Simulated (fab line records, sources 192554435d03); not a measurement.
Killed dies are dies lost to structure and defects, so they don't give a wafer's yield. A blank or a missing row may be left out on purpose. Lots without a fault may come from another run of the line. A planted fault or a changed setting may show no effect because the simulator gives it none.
Which tool did it? | flow n5_finfet | 9 lots, 24 wafers sampled, at 8 steps of a route of 1938

WHAT THE GAUGES READ, wafer by wafer
N5_BEOL_M4_OCD_MEAS_38.
lot  | measured     | on     | trench_depth_nm (nm)
L226 | day 8 07:38  | ocd-01 | 55.3 54.4 55.0
L229 | day 9 09:56  | ocd-01 | 54.0 54.8 54.9
L231 | day 10 06:47 | ocd-02 | 54.7 45.3
L232 | day 10 13:37 | ocd-02 | 55.2 45.4
L235 | day 11 05:32 | ocd-01 | 55.1 44.0
L241 | day 12 12:51 | ocd-02 | 57.2 55.2 55.1
L245 | day 13 08:49 | ocd-01 | 54.4 57.1 55.1
L246 | day 13 18:20 | ocd-01 | 53.4 53.4 56.2
L240 | day 14 02:14 | ocd-02 | 56.0 55.9 55.2

N5_BEOL_M4_CD_MEAS_35: target cd 18 nm, target cd y 22.4 nm.
lot  | measured     | on        | cd_nm (nm)
L226 | day 8 07:47  | cd_sem-02 | 18.2 17.9 18.1
L229 | day 9 10:05  | cd_sem-01 | 18.2 18.0 17.4
L231 | day 10 06:56 | cd_sem-02 | 17.7 17.7
L232 | day 10 13:46 | cd_sem-03 | 18.3 18.1
L235 | day 11 05:41 | cd_sem-01 | 17.5 17.9
L241 | day 12 13:02 | cd_sem-01 | 18.0 18.7 18.1
L245 | day 13 09:01 | cd_sem-01 | 17.9 17.4 17.9
L246 | day 13 18:29 | cd_sem-01 | 18.3 17.9 17.9
L240 | day 14 02:23 | cd_sem-01 | 18.2 18.0 18.3

N5_BEOL_M4_THK_MEAS_53: measures by xrf.
lot  | measured     | on            | M4_THK (nm)
L226 | day 8 12:35  | film_metro-02 | 38.5 38.5 39.2
L229 | day 9 17:52  | film_metro-01 | 37.9 37.7 38.4
L231 | day 10 11:31 | film_metro-01 | 39.7 29.8
L232 | day 10 17:12 | film_metro-02 | 42.2 29.9
L235 | day 11 10:28 | film_metro-01 | 42.5 29.9
L241 | day 12 16:31 | film_metro-02 | 42.3 41.3 42.3
L245 | day 13 12:42 | film_metro-02 | 41.5 43.8 41.4
L246 | day 13 21:43 | film_metro-02 | 37.7 39.1 43.3
L240 | day 14 07:49 | film_metro-02 | 39.8 40.2 41.2

N5_BEOL_M4_RS_MEAS_58: measures by four-point-probe.
lot  | measured     | on            | M4_RS (ohm/sq)
L226 | day 8 12:50  | film_metro-01 | 0.73 0.73 0.72
L229 | day 9 18:08  | film_metro-01 | 0.74 0.74 0.72
L231 | day 10 11:58 | film_metro-02 | 0.71 1.03
L232 | day 10 17:28 | film_metro-01 | 0.65 1.01
L235 | day 11 10:43 | film_metro-02 | 0.64 1.02
L241 | day 12 16:47 | film_metro-01 | 0.64 0.66 0.64
L245 | day 13 12:58 | film_metro-02 | 0.67 0.62 0.66
L246 | day 13 21:59 | film_metro-02 | 0.76 0.72 0.64
L240 | day 14 08:06 | film_metro-02 | 0.69 0.68 0.66

N5_BEOL_M4_RC_MEAS_101.
lot  | measured     | on        | DIBL_N (mV/V)  | DIBL_P (mV/V)  | IOFF_N (nA/um) | IOFF_P (nA/um) | ION_N (uA/um) | ION_P (uA/um) | SERP_M4 (ohm/um) | SERP_M4_max_site (ohm/um) | SS_N (mV/dec)  | SS_P (mV/dec)  | VT_N (mV)   | VT_P (mV)
L226 | day 8 12:54  | prober-02 | 34.4 36.0 36.2 | 35.0 36.9 36.9 | 0.13 0.16 0.16 | 0.17 0.21 0.20 | 658 686 670   | 451 467 457   | 208 242 199      | 216 279 213               | 70.6 71.6 71.4 | 73.4 73.6 73.9 | 253 250 250 | -252 -251 -253
L229 | day 9 18:20  | prober-01 | 35.0 33.3 35.1 | 35.2 31.9 35.1 | 0.14 0.10 0.14 | 0.18 0.14 0.18 | 666 649 662   | 455 445 452   | 221 221 223      | 233 232 238               | 71.4 70.9 70.7 | 72.9 72.0 73.5 | 251 261 252 | -255 -256 -255
L231 | day 10 12:28 | prober-01 | 37.3 36.9      | 35.4 35.4      | 0.14 0.14      | 0.21 0.21      | 660 664       | 458 462       | 224 289          | 243 299                   | 71.1 71.9      | 73.1 72.7      | 249 253     | -249 -248
L232 | day 10 17:59 | prober-02 | 36.4 36.4      | 35.5 36.1      | 0.14 0.15      | 0.18 0.21      | 667 668       | 453 454       | 190 290          | 201 310                   | 70.6 70.6      | 73.6 73.7      | 251 251     | -253 -251
L235 | day 11 11:05 | prober-01 | 36.2 33.7      | 34.7 32.1      | 0.15 0.12      | 0.19 0.16      | 665 658       | 457 448       | 210 291          | 223 317                   | 71.3 70.5      | 72.7 72.8      | 253 252     | -249 -251
L241 | day 12 17:00 | prober-01 | 36.2 35.7 38.9 | 36.4 36.7 39.9 | 0.15 0.14 0.20 | 0.20 0.20 0.25 | 669 673 676   | 461 465 463   | 192 182 181      | 212 191 192               | 70.9 71.5 72.4 | 73.8 73.3 74.3 | 250 251 246 | -251 -250 -247
L245 | day 13 13:10 | prober-02 | 33.8 39.8 37.5 | 31.7 39.0 36.7 | 0.11 0.26 0.18 | 0.18 0.31 0.27 | 650 699 690   | 464 474 471   | 198 178 198      | 206 182 208               | 70.8 71.7 71.7 | 71.4 73.9 73.3 | 253 241 244 | -249 -241 -244
L246 | day 13 22:20 | prober-02 | 34.9 35.4 36.7 | 36.0 36.3 38.3 | 0.16 0.17 0.21 | 0.20 0.21 0.24 | 682 674 688   | 463 461 463   | 218 202 198      | 234 220 205               | 71.6 71.3 72.0 | 73.4 74.2 73.9 | 248 248 242 | -247 -248 -248
L240 | day 14 08:28 | prober-01 | 36.0 35.1 37.1 | 35.9 33.0 36.0 | 0.17 0.16 0.18 | 0.24 0.19 0.23 | 672 687 669   | 463 470 461   | 214 197 195      | 220 204 206               | 71.7 71.0 71.3 | 73.3 72.7 73.4 | 250 248 246 | -246 -250 -248

WHICH TOOL RAN EACH LOT (tool, then ch and the chambers of the sampled wafers, then the start)
lot  | N5_BEOL_M4_TRENCH_ETCH_37          | N5_BEOL_M4_PRE_CLEAN_45      | N5_BEOL_M4_ALD_84
L226 | rie_diel-02 ch 2,3, day 8 07:29    | pvd_sputter-01, day 8 08:04  | ald_metal-01 ch 1,2, day 8 08:21
L229 | rie_diel-02 ch 0,1,2, day 9 09:47  | pvd_sputter-02, day 9 10:10  | ald_metal-04 ch 0,3, day 9 10:14
L231 | rie_diel-02 ch 2,3, day 10 06:37   | pvd_sputter-01, day 10 07:13 | ald_metal-04 ch 2,3, day 10 07:16
L232 | rie_diel-02 ch 2,3, day 10 13:28   | pvd_sputter-03, day 10 13:51 | ald_metal-02 ch 0, day 10 13:55
L235 | rie_diel-02 ch 0, day 11 05:22     | pvd_sputter-03, day 11 06:01 | ald_metal-04 ch 3, day 11 06:05
L241 | rie_diel-04 ch 0,1, day 12 12:42   | pvd_sputter-02, day 12 13:17 | ald_metal-04 ch 0,2,3, day 12 13:20
L245 | rie_diel-04 ch 0,1, day 13 08:38   | pvd_sputter-02, day 13 09:21 | ald_metal-01 ch 0,2,3, day 13 09:25
L246 | rie_diel-01 ch 2,3, day 13 18:10   | pvd_sputter-03, day 13 18:39 | ald_metal-02 ch 0,2,3, day 13 18:43
L240 | rie_diel-04 ch 1,2,3, day 14 02:05 | pvd_sputter-01, day 14 03:01 | ald_metal-04 ch 0,2, day 14 03:05
- N5_BEOL_M4_TRENCH_ETCH_37: etches SiOC in C4F6/O2, target depth 55.555 nm, time 29.2 s.
- N5_BEOL_M4_PRE_CLEAN_45: time 30 s.
- N5_BEOL_M4_ALD_84: deposits TaN, pulse time 2 s, purge time 3 s, co reactant purge time 2 s.

WHAT THE TOOLS THEMSELVES READ (means of the sampled wafers that have a number; where no wafer has one, the mark that the record gives instead)
N5_BEOL_M4_TRENCH_ETCH_37.
lot  | tool        | drypump_motor_current_A (A) | mfc_ar_sccm (sccm) | oes_product_au (a.u.) | rf_vpp_V (V) | showerhead_plenum_p_Torr (Torr) | throttle_valve_pct (%)
L226 | rie_diel-02 | 5.7                         | 300.4              | 0.72                  | 661          | 2.89                            | 21.02
L229 | rie_diel-02 | 6.2                         | 299.3              | 0.80                  | 658          | 2.92                            | 21.14
L231 | rie_diel-02 | 5.9                         | 299.8              | 0.68                  | 660          | 2.92                            | 21.12
L232 | rie_diel-02 | 5.9                         | 300.1              | 0.67                  | 660          | 2.91                            | 21.12
L235 | rie_diel-02 | 6.2                         | 299.3              | 0.81                  | 659          | 2.92                            | 20.93
L241 | rie_diel-04 | 5.4                         | 299.7              | 0.72                  | 649          | 2.84                            | 21.03
L245 | rie_diel-04 | 5.4                         | 300.1              | 0.71                  | 649          | 2.83                            | 21.05
L246 | rie_diel-01 | 6.0                         | 301.4              | 0.80                  | 669          | 2.78                            | 20.90
L240 | rie_diel-04 | 5.7                         | 299.6              | 0.80                  | 667          | 2.87                            | 20.97

N5_BEOL_M4_PRE_CLEAN_45.
lot  | tool           | heater_power_w (W)
L226 | pvd_sputter-01 | 337
L229 | pvd_sputter-02 | 340
L231 | pvd_sputter-01 | 310
L232 | pvd_sputter-03 | 332
L235 | pvd_sputter-03 | 316
L241 | pvd_sputter-02 | 344
L245 | pvd_sputter-02 | 308
L246 | pvd_sputter-03 | 292
L240 | pvd_sputter-01 | 362

N5_BEOL_M4_ALD_84.
lot  | tool         | heater_power_w (W)
L226 | ald_metal-01 | 460
L229 | ald_metal-04 | 399
L231 | ald_metal-04 | 435
L232 | ald_metal-02 | 380
L235 | ald_metal-04 | 468
L241 | ald_metal-04 | 417
L245 | ald_metal-01 | 434
L246 | ald_metal-02 | 453
L240 | ald_metal-04 | 401

THE ANSWER, worked out from the rows above alone
Rule: what is usual is taken from the lots themselves. Put in order of their means at a reading, lots are off if they are a third of the lots or fewer, leave a main group of 4 or more, and stand apart from it by a gap of 3 or more times the standard deviation of the main group's means; of several such gaps the widest counts. A main group whose means are all the same, to the digits that the tables above print for the reading, isn't used. A lot without any number at a reading at which 4 lots or more have one is off too. The other lots that the step has rows for count as sound. The gauges are gone through in route order, then the tools' own readings, and for those a lot's mean is taken as printed above. The first step at which some lot is off is used, and at that step the reading that is off furthest; a lot without a number counts as furthest.
Off: L231, L232, L235, at N5_BEOL_M4_OCD_MEAS_38 (trench_depth_nm). The main group: mean 55.1 nm, standard deviation 0.58.
A tool fits if, at a process step before that reading, it ran every lot that is off, and no sound lot after the first of them. The gauges at N5_BEOL_M4_OCD_MEAS_38 are tried like those tools. One fits: rie_diel-02 at N5_BEOL_M4_TRENCH_ETCH_37. Its last sound lot is L229 (day 9 09:47), its first lot that is off L231 (day 10 06:37): a fault that began between those two fits.

WHAT THE SIMULATOR HAD PUT IN
Process parameter drift: rie_diel-02, from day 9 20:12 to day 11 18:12, at N5_BEOL_M4_TRENCH_ETCH_37. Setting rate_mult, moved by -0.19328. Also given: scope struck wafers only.
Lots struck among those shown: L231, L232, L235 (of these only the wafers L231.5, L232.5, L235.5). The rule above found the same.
